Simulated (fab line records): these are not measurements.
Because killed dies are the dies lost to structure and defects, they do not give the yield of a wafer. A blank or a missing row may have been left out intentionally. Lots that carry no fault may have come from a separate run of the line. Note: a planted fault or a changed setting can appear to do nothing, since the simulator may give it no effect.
fab line records	flow nand-harc
record lots=12	wafers=36	last-day=24
route steps=1159 shown THIN_TSV@1125 END@1159
lots untouched by any fault: they come from a run of this same line in which no faults occurred
start-h: hours from the record's first day to the start of the lot's first wafer shown	wait-h: hours elapsed since this lot's preceding step	" as in the row above	L1.1+2: a row that stands for several wafers	- no value, or no start given	* or withheld: withheld	< > ~ a bound
route shown NAME@n: a module of which the file shows steps, and the number in the route of the first	usual: mean/standard deviation of fault-free wafers	same: alike in all rows	chamber/n: place in a boat	sites: readings site by site	_std_site: standard deviation of those values	_edge_site: mean of outer sites minus mean of inner sites	radius-mm: how far each site lies from the wafer's centre	mask NAME#n: copy n	behind: the most recent tool/chamber to have shaped the wafer	hold: what put the lot on hold/how long, in hours/how the hold closed	device: whichever transistor did not switch (one of n, p or np)	end of line: at the end of the route, the tests of the same wafers	a step without rows: its recipe alone	killed: not the wafer's yield, but the dies lost to structure and defects at the first sort	map: per-die view of a wafer (x killed, . not killed, _ where there is no die)
set.NAME: the setting that was run; set.NAME@STEP: the one run at that earlier step	model.NAME: the simulator's own value behind a step, which no gauge read
steps of the route over a sample of lots; a table a step, a row a wafer
services: a tool's chamber out of use, with start hour (start-h, from the record's first day; less than 0 if before it), hours out, and reason
## steps
# step NHARC_THIN_TSV_ETCHBACK_48
# recipe target-depth-a=10285	over-etch-frac=0.3	time-s=405.17	ion-energy-ev=250	c4f8-flow-sccm=withheld	ar-flow-sccm=withheld	rf-w=600	bias-w=300	chemistry=C4F8/Ar
# usual chamber-pressure-mTorr=24.999/0.024	oes-product-au=0.937/0.029	over-etch-frac=0.3/0	rf-vpp-V=547/3.2
lot.wafer	tool	chamber	start-h	wait-h	chamber-pressure-mTorr	oes-product-au	over-etch-frac	rf-hours-counter-h	rf-vpp-V
L222.2	rie-diel-03	0	426.83	-	24.963	0.937	0.3	3	549
L222.6	"	3	"	"	24.977	0.931	0.3	-	546
L222.5	"	0	"	"	24.992	0.926	0.3	-	549
L221.3	rie-diel-02	2	429.22	-	25.025	0.926	0.3	7	549
L221.4	"	3	"	"	25.013	0.932	0.3	7	544
L221.5	"	1	"	"	25.000	0.928	0.3	-	542
L220.2	rie-diel-02	2	433.11	-	24.968	0.920	0.3	7	548
L220.3	"	0	"	"	25.042	0.923	0.3	7	542
L220.6	"	2	"	"	24.969	0.921	0.3	-	547
L225.3	rie-diel-02	3	435.06	-	24.986	0.930	0.3	7	545
L225.2	"	0	"	"	24.981	0.933	0.3	7	542
L225.6	"	3	"	"	24.989	0.933	0.3	-	544
L226.1	rie-diel-03	3	446.97	0.6	25.046	0.924	0.3	5	546
L226.5	"	0	"	"	24.972	0.929	0.3	-	550
L226.6	"	1	"	"	24.974	0.919	0.3	-	546
L223.3	rie-diel-03	1	448.04	0.3	25.026	0.914	0.3	4	544
L223.6	"	3	"	"	24.982	0.917	0.3	-	544
L223.5	"	0	"	"	24.964	0.922	0.3	-	550
L229.2	rie-diel-02	0	475.72	-	24.999	0.927	0.3	10	541
L229.4	"	2	"	"	24.986	0.919	0.3	10	547
L229.3	"	3	"	"	24.998	0.927	0.23238	10	546
L231.1	rie-diel-06	2	503.68	-	24.988	0.949	0.3	4	552
L231.6	"	2	"	"	24.985	0.964	0.3	-	552
L231.5	"	3	"	"	25.067	0.940	0.3	-	548
L238.4	rie-diel-06	2	542.85	-	25.016	0.923	0.3	7	552
L238.1	"	3	"	"	25.019	0.924	0.3	9	548
L238.6	"	2	"	"	24.978	0.942	0.3	-	555
L240.3	rie-diel-03	1	543.38	-	25.030	0.921	0.3	15	546
L240.1	"	2	"	"	24.978	0.932	0.3	15	543
L240.5	"	2	"	"	24.977	0.920	0.3	-	544
L242.1	rie-diel-03	0	544.74	-	25.048	0.914	0.3	16	551
L242.3	"	1	"	"	24.980	0.911	0.3	15	547
L242.2	"	2	"	"	25.016	0.920	0.3	15	544
L243.3	rie-diel-02	0	566.30	-	25.009	0.929	0.3	3	543
L243.2	"	1	"	"	25.007	0.926	0.3	4	543
L243.5	"	2	"	"	25.006	0.925	0.3	-	548
# step NHARC_THIN_TSV_DEGAS_49
# recipe temp-c=300	time-s=120
# usual heater-power-w=466/52
lot.wafer	tool	chamber	start-h	wait-h	heater-power-w
L222.2	pvd-sputter-03	-	427.36	0.2	576
L222.5	"	-	"	"	469
L222.6	"	-	"	"	425
L221.4	pvd-sputter-01	-	429.67	0.1	426
L221.3	"	-	"	"	546
L221.5	"	-	"	"	415
L220.2	pvd-sputter-03	-	433.74	0.1	464
L220.3	"	-	"	"	421
L220.6	"	-	"	"	570
L225.3	pvd-sputter-03	-	435.75	0.1	435
L225.2	"	-	"	"	570
L225.6	"	-	"	"	426
L226.1	pvd-sputter-02	-	447.41	0.1	437
L226.6	"	-	"	"	445
L226.5	"	-	"	"	419
L223.3	pvd-sputter-02	-	448.49	0.1	433
L223.5	"	-	"	"	423
L223.6	"	-	"	"	466
L229.2	pvd-sputter-01	-	476.27	0.1	432
L229.4	"	-	"	"	536
L229.3	"	-	"	"	431
L231.1	pvd-sputter-02	-	504.24	0.2	447
L231.5	"	-	"	"	422
L231.6	"	-	"	"	466
L238.4	pvd-sputter-03	-	543.60	0.1	421
L238.1	"	-	"	"	590
L238.6	"	-	"	"	420
L240.1	pvd-sputter-03	-	544.28	0.1	589
L240.3	"	-	"	"	425
L240.5	"	-	"	"	507
L242.1	pvd-sputter-03	-	546.46	0.1	426
L242.2	"	-	"	"	446
L242.3	"	-	"	"	591
L243.2	pvd-sputter-03	-	566.89	0.1	583
L243.3	"	-	"	"	456
L243.5	"	-	"	"	565
# step NHARC_THIN_TSV_PVD_51
# recipe target-thk-a=1000	chamber-pressure-pa=5	material=Cu
# usual throttle-valve-pct=29.7/0.93
lot.wafer	tool	chamber	start-h	wait-h	throttle-valve-pct
L222.2	pvd-sputter-03	-	-	-	30.4
L222.6	"	-	"	"	29.8
L222.5	"	-	"	"	28.4
L221.4	pvd-sputter-01	-	-	-	28.5
L221.3	"	-	"	"	30.0
L221.5	"	-	"	"	30.3
L220.2	pvd-sputter-03	-	-	-	28.2
L220.3	"	-	"	"	29.3
L220.6	"	-	"	"	30.5
L225.2	pvd-sputter-03	-	-	-	30.2
L225.3	"	-	"	"	30.5
L225.6	"	-	"	"	29.6
L226.1	pvd-sputter-02	-	-	-	30.6
L226.5	"	-	"	"	30.5
L226.6	"	-	"	"	31.2
L223.3	pvd-sputter-02	-	-	-	30.9
L223.5	"	-	"	"	29.0
L223.6	"	-	"	"	29.8
L229.2	pvd-sputter-01	-	-	-	30.0
L229.3	"	-	"	"	30.8
L229.4	"	-	"	"	30.1
L231.1	pvd-sputter-02	-	-	-	30.4
L231.6	"	-	"	"	30.0
L231.5	"	-	"	"	30.4
L238.4	pvd-sputter-03	-	-	-	30.4
L238.1	"	-	"	"	29.3
L238.6	"	-	"	"	30.5
L240.3	pvd-sputter-03	-	-	-	30.6
L240.1	"	-	"	"	27.5
L240.5	"	-	"	"	30.5
L242.1	pvd-sputter-03	-	-	-	30.4
L242.2	"	-	"	"	29.2
L242.3	"	-	"	"	27.6
L243.2	pvd-sputter-03	-	-	-	29.2
L243.3	"	-	"	"	30.6
L243.5	"	-	"	"	29.7
# step NHARC_THIN_TSV_CMP_21
# recipe t-overpolish-s=30	target-thk-nm=2000
# usual motor-current-A=12.7/1.2	overpolish-run-s=29.999/0.0088
lot.wafer	tool	chamber	start-h	wait-h	motor-current-A	overpolish-run-s
L222.2	cmp-02	2	428.93	-	11.2	29.994
L222.6	"	1	"	"	12.5	30.002
L222.5	"	2	"	"	12.3	29.997
L221.4	cmp-02	2	431.24	-	11.9	29.993
L221.3	"	3	"	"	13.1	29.979
L221.5	"	1	"	"	12.4	30.000
L220.3	cmp-03	2	435.29	-	10.4	29.987
L220.2	"	3	"	"	13.0	30.012
L220.6	"	1	"	"	14.6	30.002
L225.2	cmp-03	3	437.39	-	13.1	29.998
L225.3	"	2	"	"	11.3	29.985
L225.6	"	3	"	"	14.0	30.007
L226.1	cmp-01	2	449.01	-	11.6	29.991
L226.5	"	3	"	"	13.1	29.989
L226.6	"	0	"	"	13.9	29.997
L223.3	cmp-02	1	450.08	-	12.8	29.992
L223.5	"	3	"	"	12.7	30.002
L223.6	"	0	"	"	12.3	30.010
L229.4	cmp-01	1	477.80	-	12.2	30.009
L229.2	"	3	"	"	13.2	29.993
L229.3	"	0	"	"	13.8	30.009
L231.1	cmp-03	0	505.80	-	15.0	29.999
L231.5	"	3	"	"	13.7	30.004
L231.6	"	0	"	"	15.0	30.004
L238.4	cmp-02	1	545.15	-	12.9	29.979
L238.1	"	2	"	"	11.5	30.014
L238.6	"	0	"	"	11.2	30.006
L240.3	cmp-03	1	546.10	-	13.7	30.008
L240.1	"	2	"	"	10.9	30.009
L240.5	"	0	"	"	14.4	29.995
L242.1	cmp-02	0	548.03	-	11.8	29.986
L242.3	"	1	"	"	12.4	30.011
L242.2	"	2	"	"	11.8	30.003
L243.3	cmp-03	0	568.44	-	15.3	29.992
L243.2	"	2	"	"	10.0	29.972
L243.5	"	0	"	"	15.1	29.999
# step NHARC_END_SORT_01
# recipe temp-c=25
# usual defect-limited-yield=95.8/1.2	killed-at-array=24/7.4	killed-at-other=0.5/0.81	killed-at-periphery=3.4/2.3	killed-dies=28/8	killed-open=3.4/1.8	killed-short=2.0/1.4	sort_bin_2_pct=1.3/0.54	sort_bin_3_pct=0.23/0.2	sort_bin_4_pct=2.7/0.77	sort-n-pass=649/8	sort-rim-yield-pct=94.2/2.7	sort-yield-pct=95.8/1.2
# same gross-dies=677	sort_bin_5_pct[%]=0	sort_bin_6_pct[%]=0	sort_bin_7_pct[%]=0	sort_bin_8_pct[%]=0	sort-rim-n-gross=106.00
lot.wafer	tool	chamber	start-h	wait-h	defect-limited-yield[%]	killed-at-array	killed-at-other	killed-at-periphery	killed-dies	killed-open	killed-short	sort_bin_2_pct[%]	sort_bin_3_pct[%]	sort_bin_4_pct[%]	sort-n-pass	sort-rim-yield-pct[%]	sort-yield-pct[%]
L222.2	prober-02	0	442.93	2.8	96.0	24	0	3	27	5	1	0.9	0.15	3.0	650	95.3	96.0
L222.5	prober-02	0	445.34	3.7	95.6	23	2	5	30	3	0	1.8	0.30	2.4	647	93.4	95.6
L222.6	prober-02	0	446.14	4.0	96.3	21	2	2	25	5	0	1.0	0	2.7	652	98.1	96.3
L220.2	prober-01	0	450.78	2.8	96.5	19	2	3	24	5	0	0.9	0.15	2.5	653	94.3	96.5
L220.3	prober-01	0	451.57	3.1	97.2	10	4	5	19	8	2	0.7	0	2.1	658	95.3	97.2
L220.6	prober-01	0	453.93	3.9	96.8	20	2	0	22	5	2	0.7	0	2.5	655	98.1	96.8
L221.3	prober-02	0	451.47	3.1	95.9	25	0	3	28	3	2	0.4	0.30	3.4	649	97.2	95.9
L221.4	prober-02	0	452.26	3.4	96.3	20	0	5	25	5	2	0.6	0.30	2.8	652	92.5	96.3
L221.5	prober-02	0	453.05	3.6	94.7	32	0	4	36	7	1	1.3	0	4.0	641	92.5	94.7
L225.2	prober-02	0	458.46	2.8	96.5	21	0	3	24	2	2	0.6	0	3.0	653	91.5	96.5
L225.3	prober-02	0	459.26	3.1	96.0	23	0	4	27	4	1	0.7	0.15	3.1	650	90.6	96.0
L225.6	prober-02	0	461.65	4.0	97.6	14	0	2	16	3	1	0.4	0	1.9	661	94.3	97.6
L226.1	prober-02	0	465.51	2.6	95.7	23	0	6	29	8	2	1.5	0.15	2.7	648	95.3	95.7
L226.5	prober-02	0	468.70	3.7	94.7	32	0	4	36	5	3	2.1	0	3.2	641	90.6	94.7
L226.6	prober-02	0	469.50	4.0	95.7	25	0	4	29	3	2	0.9	0.44	3.0	648	96.2	95.7
L223.3	prober-01	0	467.17	3.1	97.2	17	0	2	19	4	4	1.2	0.15	1.5	658	97.2	97.2
L223.5	prober-01	0	468.76	3.7	96.3	20	2	3	25	4	3	1.3	0.15	2.2	652	96.2	96.3
L223.6	prober-01	0	469.55	4.0	98.2	11	1	0	12	1	1	0.7	0	1.0	665	98.1	98.2
L229.2	prober-02	0	489.05	2.8	96.3	24	0	1	25	3	2	0.9	0.44	2.4	652	95.3	96.3
L229.3	prober-02	0	489.85	3.1	97.2	19	0	0	19	3	1	0.9	0	1.9	658	94.3	97.2
L229.4	prober-02	0	490.65	3.4	96.5	23	1	0	24	4	1	1.8	0.15	1.6	653	96.2	96.5
L231.1	prober-02	0	524.86	2.5	97.6	15	1	0	16	3	1	0.9	0.15	1.3	661	93.4	97.6
L231.5	prober-02	0	528.07	3.7	97.5	16	0	1	17	2	2	0.7	0	1.8	660	95.3	97.5
L231.6	prober-02	0	528.87	4.0	96.9	20	0	1	21	0	2	0.4	0.44	2.2	656	94.3	96.9
L238.1	prober-02	0	555.78	2.5	96.8	15	1	6	22	2	2	0.4	0	2.8	655	95.3	96.8
L238.4	prober-02	0	558.21	3.4	95.3	26	3	3	32	3	2	1.0	0.30	3.4	645	96.2	95.3
L238.6	prober-02	0	559.83	4.0	94.4	32	0	6	38	3	1	1.6	0.15	3.8	639	90.6	94.4
L240.1	prober-01	0	561.63	2.5	96.2	22	0	4	26	4	0	1.3	0.15	2.4	651	97.2	96.2
L240.3	prober-01	0	563.23	3.1	96.6	19	1	3	23	7	1	1.2	0	2.2	654	96.2	96.6
L240.5	prober-01	0	564.84	3.7	96.5	21	0	3	24	2	2	1.5	0	2.1	653	99.1	96.5
L242.1	prober-02	0	563.62	2.5	95.7	27	1	1	29	4	1	1.2	0.15	3.0	648	90.6	95.7
L242.2	prober-02	0	564.41	2.8	92.3	47	0	5	52	5	3	2.7	1.18	3.8	625	85.8	92.3
L242.3	prober-02	0	565.21	3.1	94.5	32	1	4	37	6	3	2.1	0.30	3.1	640	93.4	94.5
L243.2	prober-02	0	579.44	2.8	95.7	28	0	1	29	1	4	1.8	0.44	2.1	648	94.3	95.7
L243.3	prober-02	0	580.24	3.1	94.2	34	0	5	39	2	6	2.2	0.44	3.1	638	94.3	94.2
L243.5	prober-02	0	581.84	3.7	93.8	39	0	3	42	4	6	2.8	0.59	2.8	635	89.6	93.8
# killed by level:class
L222.2 A_SLIT:chamber-film-flake=8 A_CONTACT:chamber-film-flake=6 A_WL_FILL:chamber-film-flake=2 P_GATE:geometric-particle:open=1 P_CONTACT:geometric-particle:open=1 A_CHANNEL_FILL_D1:geometric-particle:short=1 A_CHANNEL_FILL_D1:geometric-particle:open=1 A_CONTACT:geometric-particle:open=1
L222.5 A_SLIT:chamber-film-flake=9 P_ZERO_WELL:chamber-film-flake=4 A_CONTACT:chamber-film-flake=4 A_WL_FILL:chamber-film-flake=3 A_ZERO_WELL:chamber-film-flake=2 A_CHANNEL_HOLE_D1:chamber-film-flake=2 P_CONTACT:geometric-particle:open=1 A_CHANNEL_HOLE_D1:geometric-particle:open=1
L222.6 A_SLIT:chamber-film-flake=8 A_WL_FILL:chamber-film-flake=3 A_CHANNEL_HOLE_D1:chamber-film-flake=2 A_STAIRCASE:chamber-film-flake=2 A_CONTACT:chamber-film-flake=2 P_GATE:geometric-particle:open=1 A_CHANNEL_HOLE_D1:geometric-particle:open=1 A_CONTACT:geometric-particle:open=1
L220.2 A_CONTACT:chamber-film-flake=4 A_SLIT:chamber-film-flake=3 A_ZERO_WELL:chamber-film-flake=2 A_CHANNEL_HOLE_D1:chamber-film-flake=2 A_WL_FILL:chamber-film-flake=2 A_BLC:chamber-film-flake=2 THIN_TSV:chamber-film-flake=2 P_STI:geometric-particle:open=1
L221.3 A_CHANNEL_HOLE_D1:chamber-film-flake=10 A_CONTACT:chamber-film-flake=6 A_SLIT:chamber-film-flake=5 P_CONTACT:geometric-particle:open=1 A_CHANNEL_FILL_D1:geometric-particle:short=1 A_SGD_CUT:geometric-particle:open=1 A_CONTACT:geometric-particle:open=1 A_M1:geometric-particle:short=1
L220.3 THIN_TSV:chamber-film-flake=4 P_M1:geometric-particle:open=2 A_BLC:geometric-particle:open=2 A_CHANNEL_HOLE_D1:chamber-film-flake=2 A_BLC:chamber-film-flake=2 P_GATE:geometric-particle:open=1 P_GATE:geometric-particle:short=1 A_ONON_D1:geometric-particle:open=1
L221.4 A_CHANNEL_HOLE_D1:chamber-film-flake=9 A_CONTACT:chamber-film-flake=4 A_SLIT:chamber-film-flake=3 P_STI:geometric-particle:open=1 P_GATE:geometric-particle:open=1 P_CONTACT:geometric-particle:open=1 P_M2:geometric-particle:open=1 A_CHANNEL_FILL_D1:geometric-particle:short=1
L221.5 A_SLIT:chamber-film-flake=11 A_CHANNEL_HOLE_D1:chamber-film-flake=8 A_CONTACT:chamber-film-flake=5 A_CONTACT:geometric-particle:open=2 P_CONTACT:geometric-particle:open=1 P_M0:geometric-particle:open=1 A_CHANNEL_FILL_D1:geometric-particle:short=1 A_CHANNEL_FILL_D1:geometric-particle:open=1
L220.6 A_CHANNEL_HOLE_D1:chamber-film-flake=6 A_CONTACT:geometric-particle:open=2 A_ZERO_WELL:chamber-film-flake=2 A_WL_FILL:chamber-film-flake=2 A_CONTACT:chamber-film-flake=2 THIN_TSV:chamber-film-flake=2 A_ONON_D1:geometric-particle:open=1 A_ONON_D1:geometric-particle:short=1
L225.2 A_SGD_CUT:chamber-film-flake=6 A_CHANNEL_HOLE_D1:chamber-film-flake=3 A_SLIT:chamber-film-flake=3 A_CONTACT:chamber-film-flake=3 P_ZERO_WELL:chamber-film-flake=2 A_SOURCE_PLATE:geometric-particle:open=1 A_CHANNEL_FILL_D1:geometric-particle:open=1 A_WL_FILL:geometric-particle:short=1
L225.3 A_SLIT:chamber-film-flake=10 A_CONTACT:chamber-film-flake=5 A_CHANNEL_FILL_D1:geometric-particle:open=2 P_ZERO_WELL:chamber-film-flake=2 A_CHANNEL_HOLE_D1:chamber-film-flake=2 P_M0:geometric-particle:open=1 A_WL_FILL:geometric-particle:open=1 A_CONTACT:geometric-particle:short=1
L225.6 A_SLIT:chamber-film-flake=5 A_STAIRCASE:chamber-film-flake=2 A_CONTACT:chamber-film-flake=2 P_M0:geometric-particle:open=1 A_SOURCE_PLATE:geometric-particle:open=1 A_WL_FILL:geometric-particle:short=1 A_CONTACT:geometric-particle:open=1 P_GATE:chamber-film-flake=1
L226.1 A_CHANNEL_HOLE_D1:chamber-film-flake=7 A_SLIT:chamber-film-flake=3 A_SOURCE_PLATE:geometric-particle:open=2 A_SOURCE_PLATE:geometric-particle:short=2 P_STI:chamber-film-flake=2 A_CHANNEL_FILL_D1:chamber-film-flake=2 A_CONTACT:chamber-film-flake=2 P_GATE:geometric-particle:open=1
L223.3 A_SGD_CUT:chamber-film-flake=4 A_CONTACT:chamber-film-flake=4 A_CHANNEL_FILL_D1:geometric-particle:open=2 A_CHANNEL_FILL_D1:geometric-particle:short=2 P_GATE:geometric-particle:short=1 P_M0:geometric-particle:short=1 A_WL_FILL:geometric-particle:open=1 A_CONTACT:geometric-particle:open=1
L226.5 A_CHANNEL_HOLE_D1:chamber-film-flake=8 A_SLIT:chamber-film-flake=5 A_STAIRCASE:chamber-film-flake=5 A_CONTACT:chamber-film-flake=4 A_CHANNEL_FILL_D1:chamber-film-flake=3 A_ONON_D1:geometric-particle:open=2 P_GATE:geometric-particle:open=1 P_M0:geometric-particle:open=1
L223.5 A_CHANNEL_HOLE_D1:chamber-film-flake=3 A_SGD_CUT:chamber-film-flake=3 A_SLIT:chamber-film-flake=3 A_CONTACT:chamber-film-flake=3 A_BONDPAD:chamber-film-flake=3 P_CONTACT:geometric-particle:open=1 P_M0:geometric-particle:short=1 A_CHANNEL_FILL_D1:geometric-particle:short=1
L226.6 A_CHANNEL_HOLE_D1:chamber-film-flake=13 A_SLIT:chamber-film-flake=5 P_STI:chamber-film-flake=2 A_CONTACT:chamber-film-flake=2 P_CONTACT:geometric-particle:open=1 P_M0:geometric-particle:short=1 A_CHANNEL_FILL_D1:geometric-particle:open=1 A_SGD_CUT:geometric-particle:short=1
L223.6 A_STAIRCASE:chamber-film-flake=3 A_CONTACT:chamber-film-flake=3 A_BLC:geometric-particle:short=1 STARTING-WAFER:geometric-particle:open=1 A_CHANNEL_HOLE_D1:chamber-film-flake=1 A_CHANNEL_FILL_D1:chamber-film-flake=1 A_SGD_CUT:chamber-film-flake=1 A_WL_FILL:chamber-film-flake=1
L229.2 A_SLIT:chamber-film-flake=9 A_STAIRCASE:chamber-film-flake=5 A_CHANNEL_FILL_D1:chamber-film-flake=2 A_CONTACT:chamber-film-flake=2 P_M0:geometric-particle:short=1 A_ONON_D1:geometric-particle:open=1 A_CHANNEL_HOLE_D1:geometric-particle:short=1 A_WL_FILL:geometric-particle:open=1
L229.3 A_SLIT:chamber-film-flake=10 A_STAIRCASE:chamber-film-flake=3 A_M0:geometric-particle:open=2 A_CHANNEL_FILL_D1:geometric-particle:open=1 A_M0:geometric-particle:short=1 A_CONTACT:chamber-film-flake=1 A_M1:chamber-film-flake=1
L229.4 A_SLIT:chamber-film-flake=15 A_M0:geometric-particle:open=2 A_CHANNEL_HOLE_D1:geometric-particle:open=1 A_CHANNEL_FILL_D1:geometric-particle:short=1 STARTING-WAFER:geometric-particle:open=1 A_ZERO_WELL:chamber-film-flake=1 A_CHANNEL_HOLE_D1:chamber-film-flake=1 A_STAIRCASE:chamber-film-flake=1
L231.1 A_CHANNEL_HOLE_D1:chamber-film-flake=6 A_STAIRCASE:chamber-film-flake=3 A_CONTACT:chamber-film-flake=3 A_M0:geometric-particle:open=2 A_CONTACT:geometric-particle:open=1 STARTING-WAFER:geometric-particle:short=1
L231.5 A_CHANNEL_HOLE_D1:chamber-film-flake=9 A_STAIRCASE:chamber-film-flake=3 A_WL_FILL:geometric-particle:short=2 A_CHANNEL_FILL_D1:geometric-particle:open=1 A_M1:geometric-particle:open=1 P_ZERO_WELL:chamber-film-flake=1
L231.6 A_CHANNEL_HOLE_D1:chamber-film-flake=9 A_STAIRCASE:chamber-film-flake=6 A_CONTACT:chamber-film-flake=2 A_CHANNEL_FILL_D1:geometric-particle:short=1 A_M0:geometric-particle:short=1 P_M2:chamber-film-flake=1 A_ZERO_WELL:chamber-film-flake=1
L238.1 A_CHANNEL_HOLE_D1:chamber-film-flake=8 P_GATE:chamber-film-flake=5 A_CONTACT:chamber-film-flake=2 A_STAIRCASE:chamber-film-flake=2 P_M2:geometric-particle:open=1 A_ONON_D1:geometric-particle:open=1 A_ONON_D1:geometric-particle:short=1 A_SLIT:geometric-particle:short=1
L238.4 A_CHANNEL_HOLE_D1:chamber-film-flake=8 A_CONTACT:chamber-film-flake=6 A_STAIRCASE:chamber-film-flake=5 THIN_TSV:chamber-film-flake=3 P_GATE:chamber-film-flake=2 P_CONTACT:geometric-particle:open=1 A_ONON_D1:geometric-particle:open=1 A_SGD_CUT:geometric-particle:short=1
L238.6 A_CHANNEL_HOLE_D1:chamber-film-flake=14 A_CONTACT:chamber-film-flake=9 P_GATE:chamber-film-flake=3 A_STAIRCASE:chamber-film-flake=3 A_SLIT:chamber-film-flake=2 P_M0:geometric-particle:open=1 A_WL_FILL:geometric-particle:short=1 A_CONTACT:geometric-particle:open=1
L240.1 A_CHANNEL_HOLE_D1:chamber-film-flake=10 A_STAIRCASE:chamber-film-flake=5 A_M0:geometric-particle:open=2 P_CONTACT:chamber-film-flake=2 A_SLIT:chamber-film-flake=2 A_CONTACT:chamber-film-flake=2 P_STI:geometric-particle:open=1 A_CHANNEL_HOLE_D1:geometric-particle:open=1
L240.3 A_CHANNEL_HOLE_D1:chamber-film-flake=5 A_CONTACT:chamber-film-flake=4 A_M0:chamber-film-flake=3 P_CONTACT:geometric-particle:open=2 A_CONTACT:geometric-particle:open=2 A_M0:geometric-particle:open=2 A_SOURCE_PLATE:geometric-particle:open=1 P_CONTACT:chamber-film-flake=1
L242.1 A_CHANNEL_HOLE_D1:chamber-film-flake=10 A_STAIRCASE:chamber-film-flake=7 A_CONTACT:chamber-film-flake=5 P_CONTACT:geometric-particle:open=1 A_SGD_CUT:geometric-particle:short=1 A_SGD_CUT:geometric-particle:open=1 A_BLC:geometric-particle:open=1 A_M1:geometric-particle:open=1
L242.2 A_CHANNEL_HOLE_D1:chamber-film-flake=20 A_CONTACT:chamber-film-flake=11 A_STAIRCASE:chamber-film-flake=7 A_CONTACT:geometric-particle:open=2 A_SLIT:chamber-film-flake=2 P_M1:geometric-particle:open=1 P_M2:geometric-particle:open=1 A_ONON_D1:geometric-particle:short=1
L240.5 A_CONTACT:chamber-film-flake=12 P_STI:chamber-film-flake=3 A_CHANNEL_HOLE_D1:chamber-film-flake=3 A_M1:geometric-particle:short=2 A_CONTACT:geometric-particle:open=1 A_M0:geometric-particle:open=1 A_STAIRCASE:chamber-film-flake=1 A_SLIT:chamber-film-flake=1
L242.3 A_CHANNEL_HOLE_D1:chamber-film-flake=13 A_CONTACT:chamber-film-flake=8 A_STAIRCASE:chamber-film-flake=4 A_WL_FILL:geometric-particle:short=2 P_CONTACT:geometric-particle:open=1 P_M0:geometric-particle:open=1 P_M2:geometric-particle:open=1 A_SOURCE_PLATE:geometric-particle:open=1
L243.2 A_SLIT:chamber-film-flake=10 A_CHANNEL_HOLE_D1:chamber-film-flake=6 A_CONTACT:chamber-film-flake=4 A_WL_FILL:geometric-particle:short=2 A_STAIRCASE:chamber-film-flake=2 A_CHANNEL_FILL_D1:geometric-particle:short=1 A_CONTACT:geometric-particle:short=1 A_BLC:geometric-particle:open=1
L243.3 A_SLIT:chamber-film-flake=19 A_CHANNEL_HOLE_D1:chamber-film-flake=4 A_CONTACT:chamber-film-flake=4 P_GATE:geometric-particle:short=2 A_ZERO_WELL:chamber-film-flake=2 P_CONTACT:geometric-particle:short=1 A_SOURCE_PLATE:geometric-particle:open=1 A_ONON_D1:geometric-particle:short=1
L243.5 A_SLIT:chamber-film-flake=16 A_CHANNEL_HOLE_D1:chamber-film-flake=10 A_CONTACT:chamber-film-flake=3 A_CHANNEL_HOLE_D1:geometric-particle:short=2 A_STAIRCASE:chamber-film-flake=2 P_STI:geometric-particle:open=1 P_CONTACT:geometric-particle:open=1 P_M1:geometric-particle:open=1
## services
tool	chamber	start-h	hours	kind
rie-diel-02	0	410.20	-	clean
rie-diel-02	1	410.20	-	clean
rie-diel-06	-	418.20	9.0	pm
cmp-02	-	422.97	4.0	pm
pvd-sputter-01	-	437.04	1.4	repair
rie-diel-06	2	441.79	7.6	repair
cmp-03	-	450.16	4.0	pm
pvd-sputter-03	-	458.00	10.0	pm
rie-diel-03	2	471.40	2.2	repair
cmp-01	-	473.50	4.0	pm
rie-diel-03	1	483.38	5.1	repair
rie-diel-02	2	490.50	7.8	repair
cmp-02	-	495.07	2.7	repair
pvd-sputter-01	-	503.72	3.3	repair
rie-diel-02	-	504.77	9.0	pm
cmp-02	-	508.23	1.6	repair
pvd-sputter-01	-	514.01	10.0	pm
cmp-02	-	521.11	4.0	pm
pvd-sputter-02	-	541.73	32.2	repair
cmp-03	-	548.17	4.0	pm
pvd-sputter-03	-	552.40	0.6	repair
rie-diel-03	1	560.44	3.4	repair
rie-diel-06	2	565.52	10.4	repair
rie-diel-03	3	565.56	13.6	repair
## key
first-sign step=NHARC_THIN_TSV_ETCHBACK_48	reading=over-etch-frac	direction=down	sigmas=99+	usual=0.3	struck=0.23238
effect none on later readings
met-at NHARC_THIN_TSV_ETCHBACK_48
struck-lots L229
struck-wafers L229.3
not-acting-at NHARC_THIN_TSV_DEGAS_49,NHARC_THIN_TSV_PVD_51,NHARC_THIN_TSV_CMP_21
onset-between 435.06 475.72
fault kind=process-parameter-drift	tool=rie-diel-02	chamber=3	onset-h=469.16	steps=NHARC_THIN_TSV_ETCHBACK_48	channel=over-etch-frac	offset=-0.067616	shape=step	end-h=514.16	acts-in=these-recipes-only	stated=0.3
